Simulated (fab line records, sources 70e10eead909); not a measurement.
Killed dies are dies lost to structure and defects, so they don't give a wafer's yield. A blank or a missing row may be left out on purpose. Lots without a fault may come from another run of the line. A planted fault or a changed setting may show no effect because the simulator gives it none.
Chamber matching | flow nand_harc | NHARC_A_STAIRCASE_TRIM_12 on rie_diel-11: 4 sister chambers
The step chemistry O2, time 211.2 s. 4 wafers are shown with their chamber, then 8 later ones without.

WAFERS WITH THEIR CHAMBER
wafer  | chamber | drypump_motor_current_A (A)
L085.3 | 3       | 5.5
L088.1 | 2       | 6.0
L088.5 | 0       | 5.3
L090.1 | 1       | 6.5

WAFERS WITHOUT THEIR CHAMBER
wafer  | drypump_motor_current_A (A)
L090.2 | 5.3
L090.5 | 6.0
L094.1 | 6.0
L094.4 | 5.5
L094.5 | 5.3
L096.2 | 6.4
L096.3 | 5.5
L096.6 | 6.4

WHICH CHAMBER EACH WENT THROUGH
wafer  | from the rows above | in truth
L090.2 | 0                   | 0
L090.5 | 2                   | 2
L094.1 | 2                   | 2
L094.4 | 3                   | 3
L094.5 | 0                   | 0
L096.2 | 1                   | 1
L096.3 | 3                   | 3
L096.6 | 1                   | 1
Placed correctly: 8 of 8. Can't be placed from these rows: 0. Placed wrongly: 0.
How it was worked out, from the rows above alone: a wafer's distance from a chamber is the root of the sum, over the readings, of the square of ((its reading less the chamber's mean) divided by the reading's scatter). The wafer belongs to the nearest chamber; if the next one is less than 2 further off, it can't be placed. A chamber's mean is the mean of its shown wafers. The scatter: with one shown wafer a chamber, the root of the mean of the squares of how far each hidden wafer lies from its nearest shown one.
